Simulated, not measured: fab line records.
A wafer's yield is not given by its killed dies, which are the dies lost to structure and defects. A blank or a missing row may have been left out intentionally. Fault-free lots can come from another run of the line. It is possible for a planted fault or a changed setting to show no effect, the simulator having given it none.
Chamber matching ; flow nand harc ; 4 sister chambers for NHARC_A_STAIRCASE_CMP_450 on cmp-03
The step polishes SiO2, target thk 200 nm. 8 wafers are shown with their chamber, then 10 later ones without.

== EACH WAFER AND ITS CHAMBER ==
wafer;chamber;motor current A (A);slurry filter dp kPa (kPa)
L084.2;3;11.8;13.72
L084.3;2;13.6;13.74
L084.6;2;13.1;13.52
L087.2;0;12.0;13.53
L087.4;3;11.3;13.53
L087.5;1;9.6;13.46
L086.2;0;12.1;13.31
L086.3;1;9.5;13.43

== WAFERS MISSING THEIR CHAMBER ==
wafer;motor current A (A);slurry filter dp kPa (kPa)
L086.5;14.1;13.59
L086.1;12.1;13.41
L086.4;13.1;13.52
L086.6;10.2;13.46
L085.2;11.8;13.56
L085.3;12.2;13.22
L085.4;9.5;13.51
L092.1;12.2;13.73
L092.2;12.0;13.53
L092.5;9.1;13.43

== WHICH CHAMBER EACH ONE RAN IN ==
wafer;from the rows above;in truth
L086.5;2;2
L086.1;0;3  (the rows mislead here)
L086.4;2;2
L086.6;1;1
L085.2;can't be placed: 3 or 0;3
L085.3;0;0
L085.4;1;1
L092.1;can't be placed: 0 or 3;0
L092.2;can't be placed: 0 or 3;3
L092.5;1;1
Correct placement for 6 of the 10. Cannot be placed on the basis of these rows: 3; the candidates contain the true chamber in 3. Number placed wrongly: 1.
How it was worked out, from the rows above alone: a wafer's distance from a chamber is the root of the sum, over the readings, of the square of ((its reading less the chamber's mean) divided by the reading's scatter). If the next closest chamber is less than 2 further off than the closest, the wafer can't be placed; otherwise it belongs to the closest. The mean given for a chamber averages the wafers shown for that chamber. How the scatter is found: for the shown wafers, subtract from each reading the mean of its chamber, square and add these, divide the total by (wafers less chambers), then take the root.
